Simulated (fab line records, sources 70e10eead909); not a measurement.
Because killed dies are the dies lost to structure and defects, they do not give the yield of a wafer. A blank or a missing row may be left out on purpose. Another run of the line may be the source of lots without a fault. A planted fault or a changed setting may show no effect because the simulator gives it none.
fab line records	flow nand_harc
[record] lots = 12	wafers = 35	last_day = 33
route steps=1302 shown A_BLC@1123 A_M0@1151 END@1302
lots with no fault: from the same line, run without faults
start_h: hours from the record's opening day to when the first of the lot's shown wafers began	wait_h: hours since the lot's step before	" repeats the value in the row above	L1.1+2: a single row standing in for several wafers	- either no value or no given start	* or withheld: withheld	< > ~ a bound
route shown NAME@n: a module of which the file shows steps, and the number in the route of the first	usual: average and standard deviation across the fault-free wafers	same: alike in all rows	chamber/n: place in a boat	sites: per-site readings	_std_site: their standard deviation	_edge_site: mean of outer sites minus mean of inner sites	radius_mm: how far each site lies from the wafer's centre	mask NAME#n: copy n	behind: the most recent tool/chamber to have shaped the wafer	hold: cause of the lot's hold/its duration in hours/its outcome	device: transistor that didn't switch, given as n, p or np	end of line: the route-end tests of the same wafers	step lacking rows: just its recipe	killed: dies that structure and defects cost at the first sort, which is not the same as the wafer's yield	map: dies across one wafer; x = killed, . = not, _ = none there
set.NAME: the setting as run; set.NAME@STEP: as run at that earlier step	model.NAME: the simulator's own value behind a step, which no gauge read
steps of the route over a sample of lots; a table a step, a row a wafer
services: when a tool's chamber went out of use (start_h, in hours from the record's first day, below 0 if earlier), for how many hours, and the reason
[[steps]]
[step NHARC_A_BLC_ETCH_18]
[recipe] target_depth_a = 9100	c4f8_flow_sccm = 20	o2_flow_sccm = 10	ar_flow_sccm = withheld	rf_w = 600	bias_w = 1500	chemistry = C4F8/O2/Ar
[usual] oes_product_au = 0.957/0.023	rf_vpp_V = 977/5.8
lot.wafer	tool	chamber	start_h	wait_h	oes_product_au	rf_hours_counter_h	rf_vpp_V
L232.4	rie_diel-13	2	-	-	0.925	44	981
L232.2	"	3	"	"	0.925	38	978
L232.5	"	3	"	"	0.928	-	978
L233.4	rie_diel-12	3	-	-	0.929	6	967
L233.1	"	1	"	"	0.927	6	976
L233.5	"	3	"	"	0.927	-	968
L234.3	rie_diel-06	2	-	-	0.956	6	987
L234.5	"	2	"	"	0.954	-	984
L234.6	"	3	"	"	0.960	-	978
L242.4	rie_diel-12	3	-	-	0.957	0	968
L242.1	"	0	"	"	0.981	0	985
L241.4	rie_diel-12	1	-	-	0.918	2	975
L241.1	"	3	"	"	0.926	1	970
L241.6	"	1	"	"	0.935	-	976
L247.1	rie_diel-06	3	-	-	0.959	1	979
L247.3	"	2	"	"	0.972	1	986
L247.5	"	2	"	"	0.988	-	987
L246.4	rie_diel-12	2	-	-	0.969	3	980
L246.3	"	1	"	"	0.970	4	976
L246.6	"	3	"	"	0.966	-	969
L249.1	rie_diel-06	2	-	-	0.987	2	985
L249.4	"	3	"	"	0.985	2	977
L249.5	"	3	"	"	0.984	-	980
L250.4	rie_diel-12	3	-	-	0.924	5	969
L250.6	"	0	"	"	0.927	-	984
L250.5	"	1	"	"	0.922	-	976
L251.3	rie_diel-12	2	-	-	0.980	6	983
L251.2	"	3	"	"	0.984	5	968
L251.4	"	0	"	"	0.980	6	984
L252.4	rie_diel-06	1	-	-	0.977	4	967
L252.1	"	3	"	"	0.990	5	979
L252.6	"	1	"	"	0.971	-	967
L254.4	rie_diel-13	0	-	-	0.922	21	976
L254.2	"	3	"	"	0.922	23	977
L254.6	"	1	"	"	0.930	-	974
[step NHARC_A_BLC_CMP_25]
[recipe] t_overpolish_s = 30	target_thk_nm = 150
[usual] motor_current_A = 12.4/1.4	overpolish_run_s = 30.000/0.0091	time_to_endpoint_s = 30.1/2.2
lot.wafer	tool	chamber	start_h	wait_h	motor_current_A	overpolish_run_s	time_to_endpoint_s
L232.4	cmp-02	2	521.57	0.4	14.7	29.996	31.0
L232.2	"	3	"	"	11.0	29.993	29.2
L232.5	"	0	"	"	13.8	30.012	30.2
L233.1	cmp-04	0	551.98	0.5	13.0	29.989	28.5
L233.4	"	3	"	"	9.3	30.003	27.5
L233.5	"	1	"	"	11.7	30.003	30.8
L234.3	cmp-02	0	561.03	0.3	13.9	29.994	24.7
L234.5	"	0	"	"	14.2	30.012	29.0
L234.6	"	1	"	"	11.8	29.993	27.6
L242.4	cmp-03	3	640.15	0.3	12.1	29.987	30.8
L242.1	"	1	"	"	11.6	29.993	27.4
L241.1	cmp-02	3	658.36	0.4	10.4	29.996	31.2
L241.4	"	1	"	"	12.6	30.012	30.7
L241.6	"	0	"	"	13.8	30.011	29.1
L247.3	cmp-03	3	680.34	0.3	13.1	30.002	31.0
L247.1	"	0	"	"	13.7	30.007	30.2
L247.5	"	1	"	"	12.5	29.987	29.7
L246.3	cmp-03	2	697.73	0.3	12.5	29.993	30.2
L246.4	"	0	"	"	13.7	29.991	28.4
L246.6	"	1	"	"	12.2	29.988	25.5
L249.1	cmp-03	1	701.58	0.4	12.2	29.989	33.2
L249.4	"	3	"	"	12.4	29.984	36.5
L249.5	"	1	"	"	12.6	30.003	32.0
L250.4	cmp-04	1	721.70	0.3	11.6	29.987	31.2
L250.5	"	3	"	"	9.8	29.998	26.3
L250.6	"	0	"	"	12.5	29.987	30.1
L251.2	cmp-04	0	724.52	0.5	12.7	29.994	27.2
L251.3	"	1	"	"	11.8	29.989	28.1
L251.4	"	2	"	"	13.1	30.009	28.6
L252.4	cmp-04	1	733.06	0.3	11.6	30.004	32.0
L252.1	"	3	"	"	9.7	29.995	31.1
L252.6	"	2	"	"	13.2	30.003	29.1
L254.2	cmp-02	1	758.45	0.4	12.5	29.999	32.9
L254.4	"	2	"	"	15.0	30.001	30.7
L254.6	"	2	"	"	14.0	30.015	32.2
[step NHARC_A_M0_ETCH_34]
[recipe] target_depth_a = 400	overetch_a = 120	time_s = 43.94	ion_energy_ev = 200	n2_flow_sccm = 150	h2_flow_sccm = 150	ar_flow_sccm = 0	rf_w = 400	bias_w = 150	chemistry = N2/H2
[usual] drypump_motor_current_A = 5.9/0.34	mfc_ar_sccm = 0.015/0.013	oes_product_au = 1.000/0.011	rf_vpp_V = 430.9/2.4	run_length_s = 65.4/0.41	showerhead_plenum_p_Torr = 2.06/0.086	throttle_valve_pct = 14.171/0.0094
lot.wafer	tool	chamber	start_h	wait_h	drypump_motor_current_A	mfc_ar_sccm	oes_product_au	rf_hours_counter_h	rf_vpp_V	run_length_s	showerhead_plenum_p_Torr	throttle_valve_pct
L232.2	rie_diel-04	3	523.13	0.1	5.4	0	0.994	7.3	431.2	65.7	2.04	14.173
L232.4	"	0	"	"	5.4	0.016	0.990	8.1	430.6	66.0	2.04	14.152
L232.5	"	2	"	"	5.9	0	0.987	-	427.2	65.2	1.96	14.163
L233.1	rie_diel-04	2	553.57	0.1	5.9	0	0.995	0.1	428.3	65.5	1.96	14.168
L233.4	"	3	"	"	5.4	0	0.996	0.1	432.0	65.3	2.04	14.163
L233.5	"	3	"	"	5.4	0	0.997	-	431.6	65.5	2.04	14.160
L234.3	rie_diel-09	3	562.65	0.1	6.0	0.003	1.002	4.3	432.0	65.5	2.14	14.168
L234.6	"	1	"	"	6.7	0	1.000	-	427.8	65.0	1.98	14.185
L234.5	"	2	"	"	5.8	0.024	0.995	-	429.4	65.1	2.00	14.155
L242.4	rie_diel-04	3	641.76	0.1	5.4	0	0.999	4.4	431.2	53.2	2.04	14.188
L242.1	"	1	"	"	6.0	0.032	1.002	4.4	434.4	65.5	2.19	14.154
L241.4	rie_diel-04	1	659.95	0.1	6.0	0.032	1.005	5.4	434.5	53.1	2.19	14.176
L241.1	"	2	"	"	5.9	0	1.015	7.0	427.5	65.2	1.96	14.176
L241.6	"	0	"	"	5.4	0.016	1.001	-	430.6	65.8	2.03	14.164
L247.1	rie_diel-02	0	682.40	0.1	6.1	0.019	0.983	4.3	431.9	65.6	2.09	14.173
L247.3	"	1	"	"	5.9	0.028	1.006	3.8	427.8	65.4	2.00	14.170
L247.5	"	2	"	"	6.0	0.025	1.003	-	427.1	64.9	1.94	14.181
L246.3	rie_diel-02	3	699.42	0.1	6.3	0	1.011	5.3	433.2	64.8	2.17	14.171
L246.4	"	1	"	"	5.8	0.028	0.997	5.7	427.8	65.4	2.00	14.187
L246.6	"	3	"	"	6.4	0	1.007	-	435.4	65.0	2.17	14.172
L249.4	rie_diel-02	3	703.13	0.1	6.4	0	1.002	5.3	432.3	64.6	2.17	14.164
L249.1	"	2	"	"	6.0	0.025	0.999	6.1	427.1	65.0	1.94	14.171
L249.5	"	0	"	"	6.1	0.019	0.979	-	431.6	65.6	2.09	14.169
L250.4	rie_diel-02	1	723.24	0.1	5.9	0.028	0.998	6.3	431.4	65.3	2.00	14.171
L250.5	"	2	"	"	6.0	0.025	1.010	-	429.3	65.2	1.94	14.157
L250.6	"	3	"	"	6.4	0	1.000	-	433.3	64.7	2.17	14.168
L251.3	rie_diel-09	3	726.07	0.1	6.0	0.003	1.012	3.6	432.4	65.3	2.13	14.168
L251.4	"	1	"	"	6.7	0	1.007	2.2	428.0	65.1	1.98	14.166
L251.2	"	2	"	"	5.8	0.024	1.009	2.6	431.6	65.4	2.00	14.160
L252.4	rie_diel-02	3	734.67	0.1	6.4	0	1.015	6.9	433.5	64.6	2.17	14.172
L252.1	"	1	"	"	5.9	0.028	1.012	7.1	430.1	65.4	2.00	14.170
L252.6	"	2	"	"	6.0	0.025	1.011	-	429.0	65.0	1.94	14.177
L254.2	rie_diel-04	1	760.03	0.1	6.0	0.032	0.988	1.8	434.8	65.5	2.19	14.174
L254.4	"	3	"	"	5.4	0	1.008	1.7	431.9	65.4	2.04	14.162
L254.6	"	1	"	"	6.0	0.032	0.982	-	435.1	66.1	2.19	14.176
[step NHARC_A_M0_DEGAS_28]
[recipe] temp_c = 250	time_s = 60
[usual] heater_power_w = 333/43
lot.wafer	tool	chamber	start_h	wait_h	heater_power_w
L232.4	pvd_sputter-01	-	523.99	-	320
L232.2	"	-	"	"	424
L232.5	"	-	"	"	326
L233.4	pvd_sputter-03	-	554.41	-	326
L233.1	"	-	"	"	330
L233.5	"	-	"	"	390
L234.3	pvd_sputter-03	-	563.54	-	337
L234.6	"	-	"	"	326
L234.5	"	-	"	"	380
L242.1	pvd_sputter-03	-	642.65	-	392
L242.4	"	-	"	"	327
L241.4	pvd_sputter-01	-	660.84	-	284
L241.1	"	-	"	"	283
L241.6	"	-	"	"	420
L247.3	pvd_sputter-03	-	683.30	-	333
L247.1	"	-	"	"	328
L247.5	"	-	"	"	386
L246.4	pvd_sputter-02	-	700.25	-	364
L246.3	"	-	"	"	324
L246.6	"	-	"	"	262
L249.1	pvd_sputter-02	-	703.96	-	329
L249.4	"	-	"	"	377
L249.5	"	-	"	"	321
L250.4	pvd_sputter-02	-	724.07	-	327
L250.5	"	-	"	"	322
L250.6	"	-	"	"	327
L251.4	pvd_sputter-03	-	726.92	-	392
L251.2	"	-	"	"	329
L251.3	"	-	"	"	380
L252.1	pvd_sputter-03	-	735.49	-	382
L252.4	"	-	"	"	339
L252.6	"	-	"	"	385
L254.4	pvd_sputter-02	-	760.87	-	330
L254.2	"	-	"	"	324
L254.6	"	-	"	"	321
[step NHARC_END_SORT_01]
[recipe] temp_c = 25
[usual] defect_limited_yield = 91.0/2.8	killed_at_array = 56/18	killed_at_other = 1.4/1.5	killed_at_periphery = 4/3.1	killed_dies = 61/19	killed_open = 3.5/1.8	killed_short = 2.4/1.4
[same] gross_dies = 677
lot.wafer	tool	chamber	start_h	wait_h	defect_limited_yield[%]	killed_at_array	killed_at_other	killed_at_periphery	killed_dies	killed_open	killed_short
L234.3	prober-01	0	608.47	3.1	92.3	50	0	2	52	1	3
L234.5	prober-01	0	610.05	3.7	93.4	43	1	1	45	0	0
L234.6	prober-01	0	610.83	3.9	91.1	58	1	1	60	4	1
L242.4	prober-02	0	686.70	3.4	92.3	46	0	6	52	3	0
L241.1	prober-01	0	701.04	2.5	86.0	82	1	12	95	4	3
L241.4	prober-01	0	703.40	3.3	89.7	63	0	7	70	2	1
L241.6	prober-01	0	704.98	3.9	86.1	82	0	12	94	6	4
// killed by level:class
L234.3 A_SLIT:chamber_film_flake=28 A_CHANNEL_HOLE_D2:chamber_film_flake=4 A_CONTACT:chamber_film_flake=4 A_STAIRCASE:chamber_film_flake=3 P_STI:chamber_film_flake=2 A_CHANNEL_HOLE_D1:chamber_film_flake=2 A_CHANNEL_FILL_D2:chamber_film_flake=2 A_M1:chamber_film_flake=2
L234.5 A_SLIT:chamber_film_flake=17 A_CHANNEL_HOLE_D2:chamber_film_flake=12 A_CONTACT:chamber_film_flake=8 A_CHANNEL_HOLE_D1:chamber_film_flake=2 A_STAIRCASE:chamber_film_flake=2 P_ZERO_WELL:chamber_film_flake=1 A_WL_FILL:chamber_film_flake=1 A_M1:chamber_film_flake=1
L234.6 A_SLIT:chamber_film_flake=32 A_CONTACT:chamber_film_flake=7 A_CHANNEL_HOLE_D2:chamber_film_flake=4 A_STAIRCASE:chamber_film_flake=4 A_CHANNEL_HOLE_D1:chamber_film_flake=3 A_CHANNEL_FILL_D2:chamber_film_flake=3 A_ONON_D2:geometric_particle:open=1 A_STAIRCASE:geometric_particle:short=1
L242.4 A_SLIT:chamber_film_flake=36 P_BONDPAD:chamber_film_flake=3 A_CHANNEL_HOLE_D1:chamber_film_flake=3 P_GATE:chamber_film_flake=2 A_CONTACT:chamber_film_flake=2 P_CONTACT:geometric_particle:open=1 A_SGD_CUT:geometric_particle:open=1 A_CONTACT:geometric_particle:open=1
L241.1 A_CHANNEL_HOLE_D1:chamber_film_flake=32 A_SLIT:chamber_film_flake=27 A_CHANNEL_HOLE_D2:chamber_film_flake=9 A_CONTACT:chamber_film_flake=9 P_BONDPAD:chamber_film_flake=4 P_GATE:chamber_film_flake=3 P_GATE:geometric_particle:short=1 P_M2:geometric_particle:short=1
L241.4 A_SLIT:chamber_film_flake=28 A_CHANNEL_HOLE_D1:chamber_film_flake=15 A_CHANNEL_HOLE_D2:chamber_film_flake=10 P_BONDPAD:chamber_film_flake=5 A_CONTACT:chamber_film_flake=5 A_ONON_D2:geometric_particle:open=1 A_CHANNEL_HOLE_D2:geometric_particle:short=1 A_SLIT:geometric_particle:open=1
L241.6 A_CHANNEL_HOLE_D1:chamber_film_flake=33 A_SLIT:chamber_film_flake=19 A_CHANNEL_HOLE_D2:chamber_film_flake=17 A_CONTACT:chamber_film_flake=8 P_BONDPAD:chamber_film_flake=3 A_BLC:geometric_particle:open=2 P_GATE:chamber_film_flake=2 P_GATE:geometric_particle:open=1
[[services]]
tool	chamber	start_h	hours	kind
cmp-04	-	503.37	4.0	pm
cmp-02	-	505.21	0.9	repair
cmp-02	-	508.38	1.7	repair
rie_diel-12	3	510.89	2.2	repair
cmp-02	-	517.66	0.5	repair
pvd_sputter-03	-	526.00	10.0	pm
cmp-02	-	526.50	4.0	pm
rie_diel-04	-	531.90	9.0	pm
cmp-04	-	553.30	1.1	repair
rie_diel-04	3	564.06	14.1	repair
pvd_sputter-02	-	565.36	3.0	repair
rie_diel-02	-	570.70	9.0	pm
pvd_sputter-02	-	591.73	17.8	repair
cmp-02	-	597.43	12.5	repair
rie_diel-12	1	607.24	4.2	repair
rie_diel-12	2	615.66	2.2	repair
rie_diel-12	-	622.40	9.0	pm
rie_diel-12	2	674.00	2.5	repair
rie_diel-02	1	675.58	3.3	repair
rie_diel-02	3	680.60	6.8	repair
rie_diel-04	0	703.66	10.1	repair
pvd_sputter-03	-	704.07	10.0	pm
rie_diel-04	-	709.61	9.0	pm
rie_diel-02	-	747.70	9.0	pm
[[key]]
[first_sign] step = NHARC_A_M0_ETCH_34	reading = run_length_s	direction = down	sigmas = 30	usual = *	struck = *
effect none on later readings
met_at NHARC_A_M0_ETCH_34
struck_lots L241,L242
struck_wafers L241.4,L242.4
not_acting_at NHARC_A_BLC_ETCH_18,NHARC_A_BLC_CMP_25,NHARC_A_M0_DEGAS_28
onset_between 553.57 641.76
[fault] kind = process_parameter_drift	tool = rie_diel-04	chamber = -	onset_h = 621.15	steps = NHARC_A_M0_ETCH_34	channel = time_s	offset = *	shape = step	end_h = 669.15	scope = struck_wafers_only	acts_in = *	stated = *
